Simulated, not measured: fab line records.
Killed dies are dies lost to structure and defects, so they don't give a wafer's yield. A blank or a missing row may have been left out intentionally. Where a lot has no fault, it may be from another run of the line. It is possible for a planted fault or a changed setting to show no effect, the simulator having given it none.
fab line records    flow nandHarc
record: lots: 24  wafers: 72  lastDay: 34
route steps=1302 shown A_CHANNEL_HOLE_D2@603 A_CHANNEL_FILL_D2@614 A_STAIRCASE@669
lots that met no fault: from a run of the same line without faults
startH: hours from the record's opening day to when the first of the lot's shown wafers began    waitH: hours from the lot's prior step to this one    " repeats the value in the row above    L1.1+2: several wafers, shown together as one row    - either no value or no given start    * or withheld: withheld    < > ~ a bound
route shown NAME@n: names a module that has steps shown in the file, with the first one's number in the route    usual: average and standard deviation across the fault-free wafers    same: alike in all rows    chamber/n: place in a boat    sites: readings site by site    _std_site: their standard deviation    _edge_site: the outer-site mean with the inner-site mean subtracted    radiusMm: for every site, how far away it sits from the centre of the wafer    mask NAME#n: copy n    behind: the most recent tool/chamber to have shaped the wafer    hold: cause of the lot's hold/its duration in hours/its outcome    device: whichever transistor did not switch (one of n, p or np)    end of line: tests run on the same wafers once the route is complete    a step without rows: its recipe alone    killed: at the first sort, the dies lost to defects and structure; wafer yield is something else    map: the dies of a wafer, with x for killed, . for not killed, _ for no die there
set.NAME: the setting as run; set.NAME@STEP: as run at that earlier step    model.NAME: the simulator's own value behind a step, which no gauge read
a sample of lots followed through the steps of the route, with each step as a table and each wafer as a row
services: when a tool's chamber went out of use (startH, in hours from the record's first day, below 0 if earlier), for how many hours, and the reason
== steps ==
step: NHARC_A_CHANNEL_HOLE_D2_ETCH_44
recipe: targetDepthA: 1400  overetchA: 140  timeS: 77  ionEnergyEv: 100  cf4FlowSccm: 80  o2FlowSccm: 20  arFlowSccm: 0  rfW: 300  biasW: 100  chemistry: CF4/O2
usual: chamberPressureMTorr: 30.003/0.028  drypumpMotorCurrentA: 5.7/0.44  oesProductAu: 0.999/0.016  rfVppV: 197.5/1.3  showerheadPlenumPTorr: 1.32/0.045  throttleValvePct: 13.397/0.0095
lot.wafer  tool        chamber  startH  waitH  chamberPressureMTorr  drypumpMotorCurrentA  oesProductAu  rfHoursCounterH  rfVppV  showerheadPlenumPTorr  throttleValvePct
L074.1     rieDiel-09  1        304.71  0.1    30.002                5.6                   0.983         8                196.5   1.31                   13.387
L074.6     "           1        "       "      30.006                5.6                   0.967         -                198.0   1.32                   13.402
L074.4     "           0        "       "      29.986                5.4                   0.993         -                196.8   1.30                   13.400
L075.3     rieDiel-08  3        305.03  0.1    30.013                5.3                   0.993         5                196.1   1.25                   13.391
L075.6     "           0        "       "      29.941                5.5                   1.010         -                196.5   1.31                   13.401
L075.5     "           1        "       "      30.060                5.9                   1.004         -                199.2   1.38                   13.391
L076.3     rieDiel-05  0        324.00  0.1    30.017                5.9                   0.994         6                199.6   1.35                   13.408
L076.6     "           0        "       "      29.991                5.9                   0.989         -                199.8   1.35                   13.411
L076.5     "           1        "       "      30.004                5.3                   0.978         -                199.3   1.38                   13.399
L078.4     rieDiel-08  2        338.85  0.1    29.997                6.0                   0.990         6                196.0   1.27                   13.391
L078.6     "           3        "       "      29.990                5.3                   0.991         -                194.9   1.25                   13.405
L078.5     "           0        "       "      29.983                5.5                   1.013         -                197.4   1.31                   13.399
L077.3     rieDiel-09  0        341.56  0.1    30.021                5.4                   0.979         1                198.6   1.30                   13.414
L077.2     "           2        "       "      29.993                6.5                   1.018         1                197.7   1.31                   13.423
L077.5     "           0        "       "      30.018                5.4                   0.968         -                196.3   1.30                   13.404
L080.1     rieDiel-09  0        359.59  0.1    30.043                5.4                   0.969         1                197.9   1.30                   13.400
L080.3     "           3        "       "      30.012                4.9                   0.996         1                201.0   1.40                   13.396
L080.5     "           1        "       "      30.009                5.6                   1.007         -                196.4   1.31                   13.377
L079.1     rieDiel-05  2        362.73  0.1    29.997                5.8                   0.996         8                197.8   1.34                   13.388
L079.2     "           0        "       "      30.023                5.9                   0.995         8                198.0   1.35                   13.395
L079.4     "           1        "       "      29.936                5.3                   0.971         8                199.2   1.38                   13.396
L081.1     rieDiel-09  2        368.42  0.1    29.995                6.6                   0.996         2                199.7   1.31                   13.380
L081.3     "           3        "       "      30.005                4.9                   0.992         2                199.9   1.40                   13.377
L081.2     "           0        "       "      30.028                5.4                   0.971         2                196.1   1.30                   13.377
L082.1     rieDiel-08  2        382.64  0.1    30.011                6.0                   1.014         0                195.5   1.27                   13.382
L082.3     "           0        "       "      30.021                5.5                   1.022         0                197.6   1.31                   13.402
L082.5     "           2        "       "      29.976                6.0                   1.029         -                195.3   1.27                   13.398
L083.2     rieDiel-05  0        402.91  0.1    30.019                5.9                   0.990         12               198.0   1.35                   13.405
L083.6     "           1        "       "      29.959                5.3                   0.972         -                200.6   1.38                   13.390
L083.5     "           2        "       "      30.006                5.7                   1.002         -                197.5   1.34                   13.398
L086.2     rieDiel-09  2        403.46  0.1    29.984                6.5                   1.016         4                196.7   1.31                   13.408
L086.5     "           2        "       "      30.061                6.6                   1.013         -                197.5   1.31                   13.410
L086.6     "           3        "       "      30.028                4.9                   1.009         -                198.7   1.40                   13.391
L084.4     rieDiel-08  2        407.08  0.1    29.968                6.0                   1.018         1                196.8   1.27                   13.402
L084.3     "           1        "       "      30.052                5.9                   0.997         1                197.3   1.38                   13.392
L084.5     "           3        "       "      29.984                5.3                   0.985         -                196.1   1.25                   13.382
L085.3     rieDiel-09  2        411.26  0.1    29.977                6.5                   1.005         4                197.1   1.31                   13.419
L085.4     "           0        "       "      29.972                5.4                   0.985         4                198.3   1.30                   13.408
L085.5     "           1        "       "      30.001                5.6                   1.017         -                196.6   1.31                   13.386
L087.4     rieDiel-08  3        423.38  0.1    29.993                5.3                   1.000         1                196.0   1.25                   13.398
L087.1     "           0        "       "      29.994                5.5                   1.024         1                196.5   1.31                   13.393
L087.2     "           1        "       "      30.033                5.9                   0.988         1                198.2   1.38                   13.402
L088.4     rieDiel-08  1        441.63  0.1    30.017                5.9                   0.996         2                200.0   1.38                   13.391
L088.3     "           0        "       "      29.983                5.5                   1.037         2                197.9   1.31                   13.408
L088.6     "           1        "       "      30.013                5.9                   0.995         -                199.3   1.38                   13.408
L089.3     rieDiel-08  2        445.51  0.1    29.989                6.0                   1.018         2                194.7   1.27                   13.404
L089.2     "           3        "       "      29.994                5.3                   0.997         2                194.8   1.25                   13.385
L089.6     "           1        "       "      30.014                5.9                   0.991         -                198.2   1.38                   13.390
L090.1     rieDiel-09  2        456.55  0.1    29.995                6.5                   0.997         6                197.1   1.31                   13.409
L090.3     "           3        "       "      30.039                4.9                   1.000         6                198.9   1.40                   13.405
L090.2     "           0        "       "      29.996                5.4                   0.984         6                196.3   1.30                   13.397
L091.3     rieDiel-09  1        470.07  0.1    29.976                5.6                   0.987         7                196.6   1.31                   13.406
L091.2     "           3        "       "      29.993                4.9                   0.987         7                198.7   1.40                   13.387
L091.1     "           0        "       "      30.001                5.4                   0.966         8                197.4   1.30                   13.397
L092.1     rieDiel-08  2        470.43  0.1    30.027                6.0                   1.011         5                198.0   1.27                   13.403
L092.2     "           3        "       "      30.030                5.3                   1.001         5                194.6   1.25                   13.400
L092.5     "           1        "       "      30.057                5.9                   0.997         -                198.5   1.38                   13.401
L093.1     rieDiel-08  3        487.84  0.1    29.984                5.3                   0.989         5                197.3   1.25                   13.396
L093.2     "           1        "       "      30.001                5.9                   0.983         4                199.4   1.38                   13.391
L093.5     "           2        "       "      30.035                6.0                   1.016         -                196.6   1.27                   13.400
L095.1     rieDiel-09  2        508.91  0.1    29.958                6.5                   1.029         0                196.6   1.31                   13.410
L095.3     "           0        "       "      30.005                5.4                   0.997         0                197.2   1.30                   13.392
L095.2     "           1        "       "      29.985                5.5                   0.983         0                197.4   1.31                   13.394
L094.1     rieDiel-05  1        509.02  0.1    29.963                5.3                   0.967         6                198.7   1.38                   13.388
L094.3     "           3        "       "      30.002                5.6                   0.998         8                198.8   1.34                   13.385
L094.5     "           1        "       "      30.027                5.2                   0.972         -                198.0   1.38                   13.390
L096.4     rieDiel-05  2        517.25  0.1    30.025                5.7                   1.005         8                196.6   1.34                   13.399
L096.1     "           3        "       "      29.972                5.6                   0.998         9                199.3   1.34                   13.406
L096.3     "           0        "       "      29.948                5.9                   1.015         8                198.8   1.35                   13.391
L097.2     rieDiel-09  2        530.62  0.5    29.964                6.6                   1.029         1                196.8   1.31                   13.405
L097.6     "           0        "       "      30.018                5.5                   1.000         -                197.7   1.30                   13.417
L097.5     "           1        "       "      30.028                5.6                   0.994         -                198.1   1.31                   13.399
step: NHARC_A_CHANNEL_FILL_D2_ALD_14
recipe: targetThkA: 25  pulseTimeS: 10  aldCycles: 25  tempC: 300  material: SiO2
usual: heaterPowerW: 484/53  precursorPulseHeightRel: 0.999/0.022
lot.wafer  tool      chamber  startH  waitH  heaterPowerW  precursorPulseHeightRel
L075.3     aldHk-04  2        313.47  0.1    460           1.006
L075.6     "         1        "       "      463           0.994
L075.5     "         2        "       "      460           0.990
L074.4     aldHk-04  2        313.99  0.6    471           1.037
L074.1     "         3        "       "      486           0.961
L074.6     "         0        "       "      450           1.003
L076.3     aldHk-04  3        332.29  0.1    479           1.000
L076.5     "         1        "       "      462           1.006
L076.6     "         2        "       "      470           0.991
L078.4     aldHk-01  1        351.40  0.9    534           0.965
L078.6     "         1        "       "      518           1.038
L078.5     "         2        "       "      552           0.998
L077.3     aldHk-01  2        351.62  1.1    567           0.980
L077.2     "         3        "       "      454           0.994
L077.5     "         2        "       "      556           0.967
L080.1     aldHk-04  2        367.82  0.1    456           1.016
L080.3     "         3        "       "      484           0.992
L080.5     "         1        "       "      476           1.023
L079.1     aldHk-04  3        371.55  0.6    477           0.988
L079.2     "         0        "       "      450           1.010
L079.4     "         1        "       "      466           1.022
L081.2     aldHk-02  2        378.51  0.1    450           1.004
L081.3     "         3        "       "      505           0.987
L081.1     "         0        "       "      354           1.020
L082.3     aldHk-01  2        390.88  0.0    565           1.002
L082.1     "         0        "       "      451           1.017
L082.5     "         2        "       "      558           1.017
L086.2     aldHk-01  1        411.12  0.1    523           1.001
L086.6     "         0        "       "      466           1.006
L086.5     "         1        "       "      529           1.002
L083.2     aldHk-02  2        411.15  0.1    457           1.039
L083.6     "         0        "       "      362           1.018
L083.5     "         1        "       "      568           1.002
L084.3     aldHk-04  1        415.36  0.1    468           0.986
L084.4     "         2        "       "      488           1.040
L084.5     "         0        "       "      452           0.984
L085.4     aldHk-01  3        419.48  0.0    464           0.983
L085.3     "         1        "       "      525           1.015
L085.5     "         0        "       "      467           1.017
L087.1     aldHk-02  0        432.09  0.1    368           1.009
L087.4     "         1        "       "      569           0.968
L087.2     "         2        "       "      475           1.004
L088.3     aldHk-02  3        451.05  0.0    517           1.007
L088.4     "         2        "       "      481           0.999
L088.6     "         3        "       "      506           1.009
L089.3     aldHk-02  1        454.15  0.1    567           0.977
L089.2     "         2        "       "      478           1.026
L089.6     "         1        "       "      559           1.028
L090.2     aldHk-02  1        464.79  0.1    558           0.968
L090.3     "         2        "       "      466           1.001
L090.1     "         3        "       "      510           1.019
L091.1     aldHk-04  2        478.25  0.0    469           0.996
L091.3     "         3        "       "      492           0.975
L091.2     "         1        "       "      512           0.961
L092.1     aldHk-04  1        478.55  0.3    506           0.997
L092.2     "         2        "       "      490           1.017
L092.5     "         3        "       "      485           0.978
L093.2     aldHk-01  3        496.01  0.1    493           1.012
L093.1     "         0        "       "      487           1.011
L093.5     "         2        "       "      559           1.007
L095.3     aldHk-01  1        518.81  0.0    524           1.001
L095.2     "         2        "       "      554           1.019
L095.1     "         0        "       "      480           0.938
L094.3     aldHk-02  3        518.88  0.1    523           1.004
L094.1     "         0        "       "      361           0.986
L094.5     "         1        "       "      570           0.995
L096.3     aldHk-04  2        525.42  0.0    496           0.991
L096.1     "         3        "       "      501           0.970
L096.4     "         1        "       "      503           1.008
L097.2     aldHk-04  1        539.00  0.1    503           1.051
L097.5     "         0        "       "      472           0.988
L097.6     "         1        "       "      497           1.002
step: NHARC_A_CHANNEL_FILL_D2_ALD_15
recipe: targetThkA: 20  pulseTimeS: 60  aldCycles: 19  tempC: 630  pressureTorr: 2  material: SiNx
usual: precursorPulseHeightRel: 1.001/0.019
lot.wafer  tool            chamber  startH  waitH  precursorPulseHeightRel
L074.1     aldSinBatch-01  0        316.74  2.6    1.014
L074.4     "               0        "       "      1.004
L074.6     "               0        "       "      0.989
L075.3     aldSinBatch-01  0        316.74  3.2    1.012
L075.5     "               0        "       "      0.997
L075.6     "               0        "       "      0.952
L076.3     aldSinBatch-03  0        -       -      0.973
L076.5     "               0        "       "      1.023
L076.6     "               0        "       "      1.007
L077.2     aldSinBatch-02  0        -       -      0.994
L077.3     "               0        "       "      0.988
L077.5     "               0        "       "      1.012
L078.4     aldSinBatch-02  0        -       -      1.026
L078.5     "               0        "       "      0.998
L078.6     "               0        "       "      0.990
L080.1     aldSinBatch-01  0        -       -      1.016
L080.3     "               0        "       "      0.986
L080.5     "               0        "       "      0.980
L079.1     aldSinBatch-02  0        -       -      1.022
L079.2     "               0        "       "      0.990
L079.4     "               0        "       "      0.963
L081.1     aldSinBatch-01  0        -       -      0.979
L081.2     "               0        "       "      0.976
L081.3     "               0        "       "      0.982
L082.1     aldSinBatch-01  0        -       -      1.018
L082.3     "               0        "       "      1.006
L082.5     "               0        "       "      1.009
L083.2     aldSinBatch-03  0        -       -      1.016
L083.5     "               0        "       "      0.974
L083.6     "               0        "       "      0.979
L086.2     aldSinBatch-03  0        -       -      1.040
L086.5     "               0        "       "      1.004
L086.6     "               0        "       "      1.030
L084.3     aldSinBatch-01  0        -       -      1.022
L084.4     "               0        "       "      0.975
L084.5     "               0        "       "      1.015
L085.3     aldSinBatch-01  0        422.82  3.1    1.028
L085.4     "               0        "       "      0.988
L085.5     "               0        "       "      1.009
L087.1     aldSinBatch-03  0        -       -      1.015
L087.2     "               0        "       "      1.018
L087.4     "               0        "       "      1.004
L088.3     aldSinBatch-03  0        -       -      1.019
L088.4     "               0        "       "      0.992
L088.6     "               0        "       "      0.959
L089.2     aldSinBatch-02  0        -       -      0.992
L089.3     "               0        "       "      0.991
L089.6     "               0        "       "      1.021
L090.1     aldSinBatch-01  0        -       -      1.004
L090.2     "               0        "       "      1.005
L090.3     "               0        "       "      0.984
L091.1     aldSinBatch-02  0        -       -      0.995
L091.2     "               0        "       "      0.988
L091.3     "               0        "       "      0.997
L092.1     aldSinBatch-02  0        -       -      0.996
L092.2     "               0        "       "      0.973
L092.5     "               0        "       "      1.004
L093.1     aldSinBatch-03  0        -       -      0.989
L093.2     "               0        "       "      1.020
L093.5     "               0        "       "      0.979
L094.1     aldSinBatch-03  0        -       -      1.009
L094.3     "               0        "       "      0.996
L094.5     "               0        "       "      1.010
L095.1     aldSinBatch-03  0        -       -      1.009
L095.2     "               0        "       "      1.014
L095.3     "               0        "       "      1.036
L096.1     aldSinBatch-02  0        -       -      1.012
L096.3     "               0        "       "      1.014
L096.4     "               0        "       "      1.004
L097.2     aldSinBatch-03  0        -       -      0.997
L097.5     "               0        "       "      1.004
L097.6     "               0        "       "      0.993
step: NHARC_A_STAIRCASE_ETCH_13
recipe: targetDepthA: 1000  timeS: 40.5  ionEnergyEv: 400  c4f8FlowSccm: 20  o2FlowSccm: 10  arFlowSccm: withheld  rfW: 600  biasW: 1000  chemistry: C4F8/O2
usual: chamberPressureMTorr: 25.000/0.021  oesProductAu: 0.942/0.017  rfVppV: 896/6.6
lot.wafer  tool        chamber  startH  waitH  chamberPressureMTorr  oesProductAu  rfHoursCounterH  rfVppV
L075.3     rieDiel-04  3        -       -      25.005                0.967         53               889
L075.6     "           3        "       "      24.977                0.957         -                889
L075.5     "           0        "       "      24.975                0.947         -                886
L074.1     rieDiel-11  0        -       -      25.005                0.943         25               889
L074.4     "           2        "       "      24.971                0.934         32               891
L074.6     "           0        "       "      24.999                0.944         -                889
L076.3     rieDiel-04  3        -       -      24.975                0.952         2                887
L076.5     "           1        "       "      25.009                0.922         -                904
L076.6     "           2        "       "      25.000                0.956         -                895
L078.4     rieDiel-11  2        -       -      24.962                0.953         44               891
L078.6     "           0        "       "      25.013                0.963         -                888
L078.5     "           1        "       "      25.059                0.978         -                893
L077.2     rieDiel-04  3        -       -      25.022                0.939         9                888
L077.3     "           1        "       "      24.994                0.920         6                905
L077.5     "           3        "       "      24.996                0.941         -                888
L079.1     rieDiel-11  2        -       -      24.998                0.942         50               892
L079.2     "           3        "       "      25.018                0.916         47               898
L079.4     "           0        "       "      24.998                0.937         44               889
L080.3     rieDiel-03  2        -       -      25.024                0.933         38               887
L080.1     "           3        "       "      24.973                0.909         42               900
L080.5     "           1        "       "      25.017                0.934         -                893
L081.3     rieDiel-04  1        -       -      25.008                0.926         18               903
L081.2     "           2        "       "      25.019                0.922         19               895
L081.1     "           3        "       "      24.987                0.941         20               887
L082.3     rieDiel-03  1        -       -      24.991                0.935         46               893
L082.1     "           3        "       "      25.018                0.926         47               900
L082.5     "           2        "       "      24.990                0.946         -                887
L086.2     rieDiel-03  2        -       -      24.980                0.928         55               885
L086.5     "           0        "       "      25.003                0.915         -                903
L086.6     "           1        "       "      24.996                0.934         -                892
L083.2     rieDiel-11  2        -       -      25.015                0.939         4                890
L083.6     "           0        "       "      24.966                0.923         -                889
L083.5     "           1        "       "      24.988                0.946         -                892
L084.4     rieDiel-11  3        -       -      25.021                0.931         3                899
L084.3     "           0        "       "      24.994                0.921         4                888
L084.5     "           1        "       "      25.027                0.935         -                892
L085.4     rieDiel-04  2        -       -      25.005                0.937         34               894
L085.3     "           0        "       "      24.989                0.922         26               906
L085.5     "           1        "       "      25.012                0.917         -                904
L087.4     rieDiel-04  1        -       -      25.017                0.929         38               905
L087.1     "           2        "       "      25.052                0.939         38               896
L087.2     "           0        "       "      24.997                0.952         34               906
L088.4     rieDiel-04  1        -       -      24.980                0.918         43               904
L088.3     "           2        "       "      25.003                0.941         43               895
L088.6     "           1        "       "      25.024                0.928         -                903
L089.2     rieDiel-03  1        -       -      25.009                0.936         13               892
L089.3     "           2        "       "      25.012                0.968         13               906
L089.6     "           2        "       "      24.988                0.973         -                906
L090.3     rieDiel-04  1        -       -      25.000                0.951         46               904
L090.2     "           2        "       "      24.994                0.953         47               894
L090.1     "           3        "       "      24.991                0.972         53               889
L091.2     rieDiel-11  0        -       -      25.009                0.953         24               887
L091.1     "           1        "       "      25.024                0.992         26               891
L091.3     "           2        "       "      24.996                0.956         25               890
L092.2     rieDiel-04  2        -       -      25.007                0.959         52               895
L092.1     "           1        "       "      25.051                0.947         52               903
L092.5     "           3        "       "      25.019                0.972         -                886
L093.1     rieDiel-03  3        -       -      24.961                0.912         22               898
L093.2     "           0        "       "      24.988                0.926         20               903
L093.5     "           2        "       "      24.994                0.948         -                903
L095.1     rieDiel-04  2        -       -      24.951                0.963         4                895
L095.3     "           3        "       "      25.017                0.928         4                906
L095.2     "           0        "       "      25.026                0.945         3                905
L094.3     rieDiel-03  0        -       -      24.991                0.950         26               903
L094.1     "           2        "       "      24.993                0.976         34               906
L094.5     "           0        "       "      25.038                0.943         -                904
L096.1     rieDiel-04  2        -       -      24.992                0.958         5                895
L096.4     "           3        "       "      24.992                0.937         6                907
L096.3     "           0        "       "      24.983                0.931         6                904
L097.2     rieDiel-04  1        -       -      24.970                0.931         10               904
L097.6     "           2        "       "      24.992                0.955         -                892
L097.5     "           3        "       "      25.002                0.928         -                906
step: NHARC_A_STAIRCASE_ETCH_190
recipe: targetDepthA: 1000  timeS: 40.5  ionEnergyEv: 400  c4f8FlowSccm: 20  o2FlowSccm: 10  arFlowSccm: withheld  rfW: 600  biasW: 1000  chemistry: C4F8/O2
usual: chamberPressureMTorr: 25.001/0.024  oesProductAu: 0.942/0.015  rfVppV: 895/6.5
lot.wafer  tool        chamber  startH  waitH  chamberPressureMTorr  oesProductAu  rfHoursCounterH  rfVppV
L075.3     rieDiel-04  1        -       -      24.972                0.951         60               905
L075.5     "           3        "       "      24.977                0.962         -                888
L075.6     "           0        "       "      25.010                0.932         -                885
L074.4     rieDiel-03  3        -       -      25.014                0.930         24               898
L074.1     "           0        "       "      25.017                0.928         22               904
L074.6     "           3        "       "      25.002                0.939         -                898
L076.3     rieDiel-11  1        -       -      24.974                0.957         38               892
L076.6     "           3        "       "      24.939                0.914         -                897
L076.5     "           0        "       "      24.993                0.944         -                889
L078.6     rieDiel-04  3        -       -      24.985                0.939         -                888
L078.4     "           1        "       "      25.012                0.923         -                905
L078.5     "           2        "       "      25.060                0.937         -                895
L077.3     rieDiel-03  3        -       -      24.998                0.947         38               900
L077.2     "           1        "       "      24.968                0.938         36               892
L077.5     "           3        "       "      24.990                0.944         -                898
L079.2     rieDiel-04  3        -       -      25.017                0.935         19               886
L079.1     "           2        "       "      25.015                0.929         17               896
L079.4     "           3        "       "      24.998                0.930         -                888
L080.3     rieDiel-11  1        -       -      24.990                0.953         50               893
L080.1     "           2        "       "      24.961                0.925         52               891
L080.5     "           0        "       "      24.985                0.932         -                888
L081.1     rieDiel-11  2        -       -      24.995                0.934         54               891
L081.3     "           3        "       "      24.997                0.915         52               897
L081.2     "           0        "       "      25.030                0.931         49               887
L082.1     rieDiel-04  1        -       -      24.982                0.921         22               904
L082.3     "           2        "       "      24.992                0.943         24               896
L082.5     "           3        "       "      25.040                0.934         -                887
L086.2     rieDiel-11  0        -       -      25.006                0.938         5                887
L086.5     "           3        "       "      25.027                0.946         -                899
L086.6     "           0        "       "      25.013                0.938         -                887
L083.2     rieDiel-04  2        -       -      24.981                0.934         32               895
L083.6     "           0        "       "      24.995                0.956         -                904
L083.5     "           1        "       "      24.982                0.934         -                905
L084.3     rieDiel-11  2        -       -      24.963                0.956         6                890
L084.4     "           3        "       "      25.026                0.947         5                899
L084.5     "           3        "       "      24.960                0.951         -                899
L085.3     rieDiel-11  2        -       -      25.010                0.949         10               891
L085.4     "           3        "       "      25.036                0.953         9                899
L085.5     "           1        "       "      24.976                0.967         -                892
L087.4     rieDiel-03  3        -       -      25.043                0.942         5                898
L087.1     "           0        "       "      25.000                0.964         5                904
L087.2     "           1        "       "      25.008                0.946         8                892
L088.4     rieDiel-11  0        -       -      25.010                0.929         15               886
L088.3     "           1        "       "      24.957                0.967         17               891
L088.6     "           3        "       "      25.002                0.954         -                898
L089.3     rieDiel-03  0        -       -      25.007                0.952         9                903
L089.2     "           2        "       "      25.019                0.973         13               906
L089.6     "           1        "       "      25.001                0.928         -                891
L090.1     rieDiel-11  0        -       -      24.975                0.961         22               887
L090.2     "           1        "       "      24.999                0.959         24               892
L090.3     "           3        "       "      25.008                0.943         21               898
L091.1     rieDiel-04  1        -       -      25.010                0.940         53               903
L091.2     "           2        "       "      25.008                0.932         52               894
L091.3     "           3        "       "      24.983                0.965         58               886
L092.2     rieDiel-11  1        -       -      24.998                0.954         27               892
L092.1     "           3        "       "      25.033                0.941         24               898
L092.5     "           0        "       "      24.966                0.941         -                888
L093.1     rieDiel-03  2        -       -      24.982                0.942         28               906
L093.2     "           1        "       "      24.965                0.936         27               893
L093.5     "           0        "       "      25.023                0.945         -                903
L095.1     rieDiel-11  1        -       -      25.050                0.939         41               891
L095.3     "           3        "       "      25.025                0.928         41               898
L095.2     "           0        "       "      25.001                0.918         38               888
L094.1     rieDiel-03  1        -       -      25.017                0.939         32               891
L094.3     "           3        "       "      24.994                0.935         28               900
L094.5     "           0        "       "      24.965                0.944         -                903
L096.4     rieDiel-04  1        -       -      24.999                0.915         7                903
L096.3     "           2        "       "      24.946                0.950         7                895
L096.1     "           3        "       "      24.992                0.932         8                906
L097.2     rieDiel-11  3        -       -      25.028                0.952         47               898
L097.6     "           1        "       "      25.005                0.961         -                891
L097.5     "           2        "       "      25.002                0.934         -                889
step: NHARC_A_STAIRCASE_ETCH_192
recipe: targetDepthA: 1000  timeS: 40.5  ionEnergyEv: 400  c4f8FlowSccm: 20  o2FlowSccm: 10  arFlowSccm: withheld  rfW: 600  biasW: 1000  chemistry: C4F8/O2
usual: chamberPressureMTorr: 25.003/0.024  oesProductAu: 0.942/0.013  rfVppV: 895/6.5
lot.wafer  tool        chamber  startH  waitH  chamberPressureMTorr  oesProductAu  rfHoursCounterH  rfVppV
L075.3     rieDiel-03  2        -       -      25.055                0.951         22               887
L075.5     "           2        "       "      25.003                0.958         -                888
L075.6     "           3        "       "      24.976                0.944         -                900
L074.1     rieDiel-03  0        -       -      24.963                0.938         22               905
L074.4     "           3        "       "      24.988                0.939         24               900
L074.6     "           0        "       "      25.008                0.954         -                903
L076.3     rieDiel-11  1        -       -      25.002                0.962         38               894
L076.6     "           2        "       "      24.985                0.958         -                892
L076.5     "           3        "       "      24.958                0.938         -                898
L077.3     rieDiel-03  2        -       -      24.984                0.952         35               887
L077.2     "           1        "       "      25.033                0.950         36               893
L077.5     "           2        "       "      24.986                0.959         -                886
L078.4     rieDiel-04  1        -       -      24.978                0.919         -                904
L078.5     "           2        "       "      25.035                0.931         -                895
L078.6     "           3        "       "      25.027                0.943         -                887
L079.1     rieDiel-04  0        -       -      24.998                0.932         7                905
L079.4     "           1        "       "      25.020                0.925         16               904
L079.2     "           2        "       "      25.012                0.919         17               894
L080.1     rieDiel-11  0        -       -      25.002                0.943         46               887
L080.3     "           1        "       "      24.972                0.966         50               894
L080.5     "           0        "       "      24.990                0.941         -                887
L081.3     rieDiel-11  3        -       -      24.993                0.920         52               899
L081.2     "           1        "       "      25.021                0.954         53               893
L081.1     "           2        "       "      24.982                0.947         54               891
L082.3     rieDiel-04  3        -       -      25.032                0.930         29               887
L082.1     "           1        "       "      24.986                0.923         24               904
L082.5     "           3        "       "      24.968                0.936         -                888
L086.2     rieDiel-11  2        -       -      25.035                0.937         5                890
L086.5     "           3        "       "      25.003                0.943         -                899
L086.6     "           0        "       "      24.960                0.929         -                887
L083.2     rieDiel-04  3        -       -      25.033                0.978         36               886
L083.6     "           3        "       "      25.011                0.967         -                889
L083.5     "           0        "       "      25.020                0.941         -                905
L084.3     rieDiel-11  0        -       -      25.033                0.929         6                888
L084.4     "           2        "       "      25.031                0.955         6                891
L084.5     "           0        "       "      24.989                0.926         -                888
L085.4     rieDiel-11  3        -       -      25.042                0.945         9                898
L085.3     "           0        "       "      25.003                0.943         9                887
L085.5     "           2        "       "      24.976                0.938         -                891
L087.2     rieDiel-03  3        -       -      25.051                0.937         5                899
L087.4     "           0        "       "      25.047                0.945         5                903
L087.1     "           1        "       "      24.961                0.940         8                893
L088.3     rieDiel-11  3        -       -      25.003                0.941         16               898
L088.4     "           2        "       "      25.012                0.946         18               889
L088.6     "           3        "       "      24.973                0.955         -                898
L089.2     rieDiel-03  3        -       -      25.005                0.941         9                900
L089.3     "           1        "       "      24.995                0.936         13               892
L089.6     "           3        "       "      25.023                0.939         -                900
L090.2     rieDiel-11  0        -       -      25.028                0.955         22               887
L090.1     "           2        "       "      24.997                0.936         23               890
L090.3     "           3        "       "      24.975                0.940         21               897
L091.3     rieDiel-04  0        -       -      24.990                0.950         48               905
L091.2     "           2        "       "      25.029                0.944         52               894
L091.1     "           3        "       "      24.989                0.963         58               887
L092.2     rieDiel-11  2        -       -      25.030                0.930         26               890
L092.1     "           3        "       "      24.996                0.940         24               899
L092.5     "           3        "       "      24.996                0.949         -                897
L093.2     rieDiel-03  0        -       -      24.984                0.960         22               902
L093.1     "           1        "       "      24.989                0.948         28               891
L093.5     "           2        "       "      24.990                0.954         -                904
L095.3     rieDiel-11  2        -       -      25.021                0.928         45               890
L095.2     "           0        "       "      25.030                0.921         38               887
L095.1     "           1        "       "      25.004                0.953         41               892
L094.1     rieDiel-03  0        -       -      25.026                0.958         27               903
L094.3     "           3        "       "      24.994                0.939         28               899
L094.5     "           0        "       "      25.004                0.954         -                903
L096.1     rieDiel-04  3        -       -      24.966                0.944         8                904
L096.3     "           0        "       "      24.995                0.931         7                904
L096.4     "           1        "       "      24.969                0.918         7                904
L097.2     rieDiel-11  1        -       -      25.012                0.952         49               891
L097.6     "           3        "       "      25.041                0.944         -                898
L097.5     "           0        "       "      25.026                0.932         -                889
== services ==
tool        chamber  startH  hours  kind
rieDiel-03  -        281.59  9.0    pm
rieDiel-04  3        285.71  6.7    repair
rieDiel-09  2        296.37  13.2   repair
rieDiel-09  -        320.10  9.0    pm
rieDiel-11  2        321.18  1.8    repair
rieDiel-11  0        331.39  6.8    repair
rieDiel-03  -        332.17  0.9    repair
rieDiel-04  2        351.08  3.3    repair
aldHk-04    -        352.55  0.6    repair
rieDiel-04  -        358.76  9.0    pm
rieDiel-08  1        363.79  6.3    repair
rieDiel-08  -        367.80  9.0    pm
rieDiel-03  -        368.51  0.6    repair
rieDiel-09  3        388.06  11.3   repair
rieDiel-04  0        393.17  26.6   repair
rieDiel-11  -        434.79  9.0    pm
aldHk-04    -        436.14  10.0   pm
rieDiel-03  -        458.59  9.0    pm
aldHk-04    -        469.89  0.2    repair
rieDiel-09  -        497.10  9.0    pm
rieDiel-03  2        517.55  7.5    repair
rieDiel-04  -        535.82  9.0    pm
rieDiel-08  -        544.80  9.0    pm
rieDiel-03  3        546.16  10.6   repair
== key ==
fault none
